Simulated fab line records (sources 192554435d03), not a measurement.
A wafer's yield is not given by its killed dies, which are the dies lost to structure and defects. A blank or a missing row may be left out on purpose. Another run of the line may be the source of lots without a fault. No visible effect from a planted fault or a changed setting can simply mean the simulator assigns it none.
Split-lot experiment + flow n5 finfet + 21 wafers read across 7 lots, on a route 1938 steps long

## ABOUT THE SPLIT
At N5_SD_EPI_N_EPI_21 (deposits Si:P, time 690 s), the setting epi growth time s was moved away from the recipe's 690 s on 4 of the 21 wafers read, by -2.6% to +9.9%. This setting was run at the recipe's value on the other wafers.

## FROM THE SPLIT TO THE READING: what the file shows between them, 5 steps
- N5_SD_EPI_N_PRECLEAN_24: cleans in O3/DIW, time 60 s
- N5_SD_EPI_P_COAT_34: time 60 s, resist thk 350 nm (also split here: spin rpm)
- N5_SD_EPI_P_COAT_35: time 60 s, resist thk 35 nm
- N5_SD_EPI_P_COAT_03: resist thk 150 nm
- N5_SD_EPI_P_EPI_21: deposits SiGe:B, time 355 s

## THE READING
Si-P_of_SD_EPI_N_EPI_21.thk nm (the simulator's own value, which no gauge read), in nm, at N5_SD_EPI_P_HM_STRIP_48 (strips SiNx in H3PO4, material SiNx, target depth 3 nm). The file gives no usual value for it. The 17 wafers here that ran the recipe average 58.6 nm, standard deviation 0.55 nm.

| wafer  | tool, chamber at the split | epi growth time s as run, s | against the recipe | Si-P_of_SD_EPI_N_EPI_21.thk nm, nm | against lot-mates on the recipe |
|--------|----------------------------|-----------------------------|--------------------|------------------------------------|---------------------------------|
| L075.2 | epi rpcvd-01, 0            | 690                         | recipe             | 58.6                               | -                               |
| L075.4 | epi rpcvd-01, 0            | 690                         | recipe             | 58.2                               | -                               |
| L075.5 | epi rpcvd-01, 0            | 690                         | recipe             | 58.4                               | -                               |
| L077.1 | epi rpcvd-01, 0            | 758                         | +9.9%              | 61.8                               | +2.9                            |
| L077.3 | epi rpcvd-01, 0            | 690                         | recipe             | 59                                 | -                               |
| L077.5 | epi rpcvd-01, 0            | 690                         | recipe             | 58.8                               | -                               |
| L080.2 | epi rpcvd-04, 0            | 734.1                       | +6.4%              | 60                                 | +1.2                            |
| L080.5 | epi rpcvd-04, 0            | 734.1                       | +6.4%              | 61                                 | +2.2                            |
| L080.6 | epi rpcvd-04, 0            | 690                         | recipe             | 58.8                               | -                               |
| L085.2 | epi rpcvd-03, 0            | 690                         | recipe             | 59                                 | -                               |
| L085.3 | epi rpcvd-03, 0            | 690                         | recipe             | 59                                 | -                               |
| L085.4 | epi rpcvd-03, 0            | 690                         | recipe             | 58.6                               | -                               |
| L095.3 | epi rpcvd-04, 0            | 690                         | recipe             | 57.4                               | -                               |
| L095.4 | epi rpcvd-04, 0            | 690                         | recipe             | 57.6                               | -                               |
| L095.6 | epi rpcvd-04, 0            | 690                         | recipe             | 58.4                               | -                               |
| L096.1 | epi rpcvd-03, 0            | 690                         | recipe             | 58.4                               | -                               |
| L096.3 | epi rpcvd-03, 0            | 690                         | recipe             | 58                                 | -                               |
| L096.4 | epi rpcvd-03, 0            | 690                         | recipe             | 58.8                               | -                               |
| L097.3 | epi rpcvd-03, 0            | 671.8                       | -2.6%              | 58                                 | -1.2                            |
| L097.4 | epi rpcvd-03, 0            | 690                         | recipe             | 59.8                               | -                               |
| L097.5 | epi rpcvd-03, 0            | 690                         | recipe             | 58.6                               | -                               |

FIT RESULTS
A straight line over all 21 wafers: Si-P_of_SD_EPI_N_EPI_21.thk nm changes by +0.312 nm for each +1% of epi growth time s; r = +0.86; the points scatter about the line by 0.55 nm.
The same after taking each lot's own level away (the mean of its wafers on the recipe; 21 wafers): +0.292 nm for each +1%; r = +0.92; scatter 0.36 nm.
The reading moves by 2.9 nm for the largest change in epi growth time s, on that fit.
Across the lots, their own levels run from 57.80 to 59.20 nm, a range of 2.6 times the standard deviation given above.
The two slopes agree, so the slope changes little with the lot-to-lot level.
Check: +2.77 nm against its lot-mates is what the line predicts for one of the wafers moved furthest among these (+9.9%) when that wafer is left out of the fit. Against them it came out at +2.9 nm.

## ADDITIONAL SPLITS CARRIED BY THESE WAFERS
Note: prior to the reading, these wafers also went through further splits. Each is held against what the fit with the lots' levels taken away leaves over:
| other split on the same wafers  | wafers away from the commonest value | r with Si-P_of_SD_EPI_N_EPI_21.thk nm (lot level and that fit taken away) |
|---------------------------------|--------------------------------------|---------------------------------------------------------------------------|
| N5_WELL_APT_COAT_02 spin rpm    | 7                                    | +0.02                                                                     |
| N5_FIN_SAQP_COAT_68 spin rpm    | 11                                   | +0.06                                                                     |
| N5_FIN_CUT_EXPOSE_05 dose mj    | 7                                    | +0.28                                                                     |
| N5_DUMMY_GATE_PECVD_30 time s   | 9                                    | -0.20                                                                     |
| N5_DUMMY_GATE_EXPOSE_12 dose mj | 4                                    | +0.24                                                                     |
| N5_SD_EPI_P_COAT_34 spin rpm    | 5                                    | +0.41                                                                     |

## THE WHOLE CHAIN: every reading that the file lists as answering this split, in the file's order
| step                    | what it does                                           | reading                                                                         | change (the file's fit)               | r (the file's) |
|-------------------------|--------------------------------------------------------|---------------------------------------------------------------------------------|---------------------------------------|----------------|
| N5_SD_EPI_N_EPI_21      | deposits Si:P, time 690 s                              | Si-P_of_SD_EPI_N_EPI_21.thk nm (the simulator's own value, which no gauge read) | +0.31 nm for each +1% of the setting  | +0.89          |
| N5_SD_EPI_N_PRECLEAN_24 | cleans in O3/DIW, time 60 s                            | Si-P_of_SD_EPI_N_EPI_21.thk nm (the simulator's own value, which no gauge read) | +0.296 nm for each +1% of the setting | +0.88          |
| N5_SD_EPI_P_HM_STRIP_48 | strips SiNx in H3PO4, material SiNx, target depth 3 nm | Si-P_of_SD_EPI_N_EPI_21.thk nm (the simulator's own value, which no gauge read) | +0.294 nm for each +1% of the setting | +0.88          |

## FILE'S OWN FIT
Si-P_of_SD_EPI_N_EPI_21.thk nm changes by +0.294 nm for each +1% of epi growth time s, r = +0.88.
